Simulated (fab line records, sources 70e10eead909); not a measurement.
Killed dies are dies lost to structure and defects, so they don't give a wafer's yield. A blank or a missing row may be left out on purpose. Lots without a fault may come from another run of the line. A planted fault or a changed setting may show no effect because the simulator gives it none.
Chamber matching | flow nand_harc | NHARC_P_M1_STRIP_18 on rie_diel-02: 4 sister chambers
The step strips in N2/H2. 20 wafers are shown with their chamber, then 10 later ones without.

WAFERS WITH THEIR CHAMBER
wafer  | chamber | showerhead_plenum_p_Torr (Torr) | drypump_motor_current_A (A) | oes_product_au (a.u.)
L074.1 | 2       | 2.20                            | 5.3                         | 1.000
L074.2 | 1       | 2.17                            | 6.2                         | 1.012
L074.3 | 0       | 2.03                            | 5.9                         | 0.999
L074.4 | 3       | 1.91                            | 5.8                         | 0.989
L074.5 | 3       | 1.91                            | 5.8                         | 0.994
L074.6 | 2       | 2.20                            | 5.2                         | 0.999
L078.2 | 0       | 2.03                            | 5.9                         | 1.009
L078.4 | 2       | 2.20                            | 5.2                         | 1.008
L078.5 | 3       | 1.91                            | 5.8                         | 0.995
L079.1 | 2       | 2.20                            | 5.3                         | 0.985
L079.2 | 1       | 2.16                            | 6.1                         | 0.999
L079.4 | 3       | 1.91                            | 5.8                         | 0.993
L083.2 | 1       | 2.16                            | 6.1                         | 1.021
L083.3 | 2       | 2.20                            | 5.2                         | 0.988
L083.5 | 2       | 2.20                            | 5.3                         | 0.990
L086.1 | 3       | 1.91                            | 5.8                         | 0.989
L086.3 | 0       | 2.02                            | 5.9                         | 1.007
L086.4 | 0       | 2.02                            | 5.9                         | 1.005
L088.2 | 0       | 2.02                            | 5.9                         | 1.017
L088.4 | 2       | 2.19                            | 5.3                         | 0.983

SIGNATURES (means of the wafers above)
reading                  | chamber 0 | chamber 1 | chamber 2 | chamber 3 | scatter within a chamber
showerhead_plenum_p_Torr | 2.0240    | 2.1633    | 2.1986    | 1.9100    | 0.00413
drypump_motor_current_A  | 5.900     | 6.133     | 5.257     | 5.800     | 0.0386
oes_product_au           | 1.00740   | 1.01067   | 0.99329   | 0.99200   | 0.00773
Rule: a wafer's distance from a chamber is the root of the sum, over the readings, of the square of ((its reading less the chamber's mean) divided by the reading's scatter). The wafer belongs to the nearest chamber; if the next one is less than 2 further off, it can't be placed. The scatter: the root of (the sum of the squares of (reading less its chamber's mean) over the shown wafers, divided by (wafers less chambers)).

WAFERS WITHOUT THEIR CHAMBER
wafer  | showerhead_plenum_p_Torr (Torr) | drypump_motor_current_A (A) | oes_product_au (a.u.)
L088.5 | 2.02                            | 5.9                         | 1.002
L090.1 | 1.91                            | 5.8                         | 0.988
L090.3 | 2.16                            | 6.1                         | 1.002
L090.4 | 2.19                            | 5.2                         | 0.977
L091.2 | 2.02                            | 5.9                         | 1.009
L091.3 | 2.19                            | 5.2                         | 0.968
L091.6 | 2.19                            | 5.2                         | 0.995
L095.2 | 2.19                            | 5.2                         | 0.984
L095.4 | 1.91                            | 5.8                         | 0.999
L095.5 | 2.02                            | 5.9                         | 1.016

WHICH CHAMBER EACH WENT THROUGH
wafer  | from the rows above | in truth
L088.5 | 0                   | 0
L090.1 | 3                   | 3
L090.3 | 1                   | 1
L090.4 | 2                   | 2
L091.2 | 0                   | 0
L091.3 | 2                   | 2
L091.6 | 2                   | 2
L095.2 | 2                   | 2
L095.4 | 3                   | 3
L095.5 | 0                   | 0
Placed correctly: 10 of 10. Can't be placed from these rows: 0. Placed wrongly: 0.
